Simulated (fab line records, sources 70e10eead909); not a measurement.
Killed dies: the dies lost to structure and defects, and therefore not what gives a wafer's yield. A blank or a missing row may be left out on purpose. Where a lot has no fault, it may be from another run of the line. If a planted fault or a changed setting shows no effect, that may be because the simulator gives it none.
A struck lot beside a sound one ; flow nand-harc ; 15 steps out of a route of 1302
Sound: these wafers, L421.2, L421.3, L421.6. Struck: wafers L435.4, L435.5. (L435.3 of the same lot was not struck and is left out.) The cause comes at the end.
At each step with rows: each side's tool, then ch and its chambers, then its first start. Under that, the readings that differ: sound wafers ; struck wafers ; difference of the means ; sigmas: that difference in standard deviations of wafers without a fault.
alike: words and numbers the same on both sides, and readings whose means are apart by under 2 such deviations; not compared: readings that were withheld, readings missing a value for some wafer, numbers with overlapping values and no deviation given by the record, and bounds like >300 which may hide the same value.
A row with sigmas, a row that says differs or no value, or rows on one side alone: a step with any of these is where the two part. Non-overlapping numbers with no deviation appear without sigmas and do not part them. A reading that every wafer of one side lacks parts them only if that side has two wafers or more.

first, 7 steps without rows for these wafers: NHARC_A_CONTACT_COAT_35 (time 65 s); NHARC_A_CONTACT_COAT_36 (resist thk 90 nm); NHARC_A_CONTACT_SOFTBAKE_37 (time 55 s); NHARC_A_CONTACT_EBR_38; NHARC_A_CONTACT_EXPOSE_39 (exposes mask A CC 3); NHARC_A_CONTACT_PEB_40 (peb time 65 s); NHARC_A_CONTACT_DEVELOP_41 (develop time 35 s).
NHARC_A_CONTACT_CD_MEAS_42: target cd 300 nm.
  sound on cd-sem-01 ch 0, day 22 07:26; struck on cd-sem-02 ch 0, day 27 13:10
  alike: cd-nm
NHARC_A_CONTACT_OVL_MEAS_43:
  struck on overlay-02, day 27 13:15; sound on overlay-02, day 22 07:32
  alike: overlay-x-nm, overlay-y-nm
NHARC_A_CONTACT_INSPECT_44:
  struck on defect-inspect-01, day 27 13:17; sound on defect-inspect-02, day 22 07:34
reading;sound;struck;difference;sigmas
raw-defect-count;44 52 49;115 98;+58;+2
NHARC_A_CONTACT_DESCUM_47: chemistry O2, time 3 s.
  sound on rie-diel-06 ch 0,1, day 22 07:38; struck on rie-diel-12 ch 0,3, day 27 13:22
  alike: drypump-motor-current-A, oes-product-au, rf-vpp-V, showerhead-plenum-p-Torr, throttle-valve-pct
  not compared: rf-hours-counter-h
NHARC_A_CONTACT_ETCH_48: etches the open film in CF4, target depth 39 nm, time 65 s.
  sound on rie-diel-06 ch 0,1, day 22 07:46; struck on rie-diel-12 ch 2,3, day 27 13:26
reading;sound;struck;difference;sigmas
throttle-valve-pct (%);13.284 13.280 13.283;13.307 13.302;+0.022;+2
  alike: drypump-motor-current-A, oes-product-au, rf-vpp-V, showerhead-plenum-p-Torr
  not compared: rf-hours-counter-h
NHARC_A_CONTACT_ETCH_49: etches the open film in N2/H2, target depth 260 nm, time 475.3 s.
  sound on rie-diel-06 ch 0,1,2, day 22 07:53; struck on rie-diel-12 ch 1, day 27 13:31
reading;sound;struck;difference;sigmas
h2-flow-sccm (sccm);150.7 150.7 149.7;119.7 119.9;-30.6;-68
throttle-valve-pct (%);14.167 14.172 14.194;13.654 13.657;-0.522;-61
  alike: drypump-motor-current-A, oes-product-au, rf-vpp-V, showerhead-plenum-p-Torr
  not compared: rf-hours-counter-h
NHARC_A_CONTACT_ETCH_50: etches the open film in CF4/CHF3, target depth 121 nm, time 60.5 s.
  sound on rie-diel-06 ch 0,1,2; struck on rie-diel-12 ch 1
  alike: drypump-motor-current-A, oes-product-au, rf-vpp-V, showerhead-plenum-p-Torr, throttle-valve-pct
  not compared: rf-hours-counter-h
following that, these wafers have no rows for 1 step: NHARC_END_SORT_01.

WHERE THEY PART
At NHARC_A_CONTACT_INSPECT_44 first; at NHARC_A_CONTACT_ETCH_49 last (within this record only). Later steps at which nothing parts them and some readings are alike: NHARC_A_CONTACT_ETCH_50.

WHY: what had been put in by the simulator
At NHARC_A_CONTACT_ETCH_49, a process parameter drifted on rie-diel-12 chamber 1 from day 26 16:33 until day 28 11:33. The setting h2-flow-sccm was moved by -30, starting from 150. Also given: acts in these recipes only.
